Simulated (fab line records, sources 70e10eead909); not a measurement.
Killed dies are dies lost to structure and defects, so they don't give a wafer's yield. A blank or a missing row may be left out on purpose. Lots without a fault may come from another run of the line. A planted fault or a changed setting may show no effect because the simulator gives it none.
Chamber matching | flow nand_harc | NHARC_A_BLC_ETCH_16 on rie_diel-12: 4 sister chambers
The step etches the open film in CF4, target depth 39 nm, time 65 s. 16 wafers are shown with their chamber, then 8 later ones without.

WAFERS WITH THEIR CHAMBER
wafer  | chamber | rf_vpp_V (V) | oes_product_au (a.u.) | throttle_valve_pct (%)
L950.1 | 0       | 150.3        | 1.002                 | 13.299
L950.2 | 1       | 149.4        | 1.004                 | 13.264
L950.4 | 2       | 150.3        | 0.996                 | 13.264
L954.3 | 1       | 149.8        | 1.005                 | 13.283
L954.4 | 2       | 150.5        | 0.999                 | 13.291
L954.6 | 1       | 150.9        | 1.007                 | 13.297
L953.1 | 1       | 149.9        | 1.003                 | 13.286
L953.3 | 2       | 150.7        | 0.994                 | 13.281
L953.6 | 3       | 151.4        | 0.999                 | 13.282
L959.1 | 1       | 149.6        | 0.998                 | 13.294
L959.3 | 0       | 149.4        | 0.997                 | 13.269
L959.4 | 3       | 151.7        | 0.986                 | 13.287
L963.3 | 3       | 151.3        | 0.990                 | 13.287
L963.5 | 0       | 150.2        | 0.978                 | 13.291
L963.6 | 3       | 151.1        | 0.994                 | 13.295
L964.3 | 0       | 151.7        | 0.992                 | 13.297

SIGNATURES (means of the wafers above)
reading            | chamber 0 | chamber 1 | chamber 2 | chamber 3 | scatter within a chamber
rf_vpp_V           | 150.400   | 149.920   | 150.500   | 151.375   | 0.602
oes_product_au     | 0.99225   | 1.00340   | 0.99633   | 0.99225   | 0.00627
throttle_valve_pct | 13.28900  | 13.28480  | 13.27867  | 13.28775  | 0.0119
Rule: a wafer's distance from a chamber is the root of the sum, over the readings, of the square of ((its reading less the chamber's mean) divided by the reading's scatter). The wafer belongs to the nearest chamber; if the next one is less than 2 further off, it can't be placed. The scatter: the root of (the sum of the squares of (reading less its chamber's mean) over the shown wafers, divided by (wafers less chambers)).

WAFERS WITHOUT THEIR CHAMBER
wafer  | rf_vpp_V (V) | oes_product_au (a.u.) | throttle_valve_pct (%)
L964.5 | 152.6        | 1.023                 | 13.274
L964.6 | 150.8        | 0.979                 | 13.283
L965.4 | 150.7        | 1.007                 | 13.296
L965.5 | 151.7        | 0.994                 | 13.282
L965.6 | 149.7        | 1.025                 | 13.269
L971.1 | 152.8        | 0.980                 | 13.293
L971.2 | 151.3        | 1.016                 | 13.289
L971.5 | 151.6        | 1.001                 | 13.285

WHICH CHAMBER EACH WENT THROUGH
wafer  | from the rows above               | in truth
L964.5 | can't be placed: 3 or 1 or 2 or 0 | 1
L964.6 | can't be placed: 0 or 3 or 2 or 1 | 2
L965.4 | can't be placed: 1 or 2 or 0 or 3 | 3
L965.5 | can't be placed: 3 or 2 or 0      | 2
L965.6 | can't be placed: 1 or 2 or 0      | 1
L971.1 | can't be placed: 3 or 0 or 2      | 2
L971.2 | can't be placed: 1 or 2 or 3 or 0 | 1
L971.5 | can't be placed: 3 or 2 or 0 or 1 | 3
Placed correctly: 0 of 8. Can't be placed from these rows: 8 (the true chamber is among the candidates in 8). Placed wrongly: 0.
